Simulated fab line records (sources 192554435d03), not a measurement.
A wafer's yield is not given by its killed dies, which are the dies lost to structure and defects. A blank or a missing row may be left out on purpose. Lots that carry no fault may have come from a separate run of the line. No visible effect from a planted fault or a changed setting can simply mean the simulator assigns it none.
Matching of chambers + flow n5Finfet + 4 sister chambers for N5_MOL_CONTACT_COAG_ETCH_67 on rieDiel-06
The step etches SOC in N2/H2, target depth 60 nm, overetch 21 nm, time 101.2 s. 14 wafers are shown with their chamber, then 7 later ones without.

== EACH WAFER AND ITS CHAMBER ==
| wafer  | chamber | showerheadPlenumPTorr (Torr) | throttleValvePct (%) | oesProductAu (a.u.) |
|--------|---------|------------------------------|----------------------|---------------------|
| L078.1 | 2       | 2.58                         | 17.75                | 0.69                |
| L078.5 | 3       | 2.51                         | 18.39                | 0.59                |
| L078.6 | 2       | 2.58                         | 17.74                | 0.69                |
| L083.4 | 3       | 2.51                         | 18.42                | 0.58                |
| L083.5 | 0       | 2.50                         | 18.09                | 0.60                |
| L083.6 | 1       | 2.44                         | 17.94                | 0.65                |
| L084.1 | 1       | 2.44                         | 17.97                | 0.64                |
| L084.2 | 0       | 2.50                         | 18.11                | 0.59                |
| L084.4 | 3       | 2.50                         | 18.43                | 0.58                |
| L086.2 | 3       | 2.50                         | 18.44                | 0.58                |
| L086.4 | 0       | 2.50                         | 18.10                | 0.58                |
| L086.6 | 1       | 2.44                         | 17.98                | 0.64                |
| L089.1 | 1       | 2.44                         | 17.98                | 0.64                |
| L089.3 | 3       | 2.50                         | 18.43                | 0.58                |

SIGNATURES, as means of the wafers listed above
| reading               | chamber 0 | chamber 1 | chamber 2 | chamber 3 | scatter within a chamber |
|-----------------------|-----------|-----------|-----------|-----------|--------------------------|
| showerheadPlenumPTorr | 2.5000    | 2.4400    | 2.5800    | 2.5040    | 0.00346                  |
| throttleValvePct      | 18.1000   | 17.9675   | 17.7450   | 18.4220   | 0.0167                   |
| oesProductAu          | 0.5900    | 0.6425    | 0.6900    | 0.5820    | 0.00596                  |
Rule: a wafer lies at a distance from a chamber equal to the root of the sum of squares, over the readings, of (its reading less the chamber's mean, divided by the reading's scatter). The wafer belongs to the nearest chamber; if the next one is less than 2 further off, it can't be placed. The scatter: take each reading less its chamber's mean, square it, sum over the shown wafers, divide by the number of wafers less the number of chambers, and take the root.

== WAFERS WITHOUT THEIR CHAMBER ==
| wafer  | showerheadPlenumPTorr (Torr) | throttleValvePct (%) | oesProductAu (a.u.) |
|--------|------------------------------|----------------------|---------------------|
| L089.4 | 2.50                         | 18.45                | 0.58                |
| L095.3 | 2.43                         | 18.02                | 0.63                |
| L095.4 | 2.50                         | 17.99                | 0.83                |
| L095.6 | 2.49                         | 17.70                | 0.76                |
| L097.1 | 2.49                         | 18.01                | 0.80                |
| L097.2 | 2.43                         | 18.02                | 0.62                |
| L097.6 | 2.49                         | 17.72                | 0.76                |

== CHAMBER TAKEN BY EACH ==
| wafer  | from the rows above     | in truth                   |
|--------|-------------------------|----------------------------|
| L089.4 | 3                       | 3                          |
| L095.3 | 1                       | 1                          |
| L095.4 | can't be placed: 1 or 2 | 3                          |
| L095.6 | can't be placed: 2 or 1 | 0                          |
| L097.1 | 1                       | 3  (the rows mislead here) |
| L097.2 | 1                       | 1                          |
| L097.6 | can't be placed: 2 or 1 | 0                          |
Correct placement for 3 of the 7. Unplaceable from these rows: 3, with the true chamber sitting among the candidates in 0. Placed wrongly: 1.
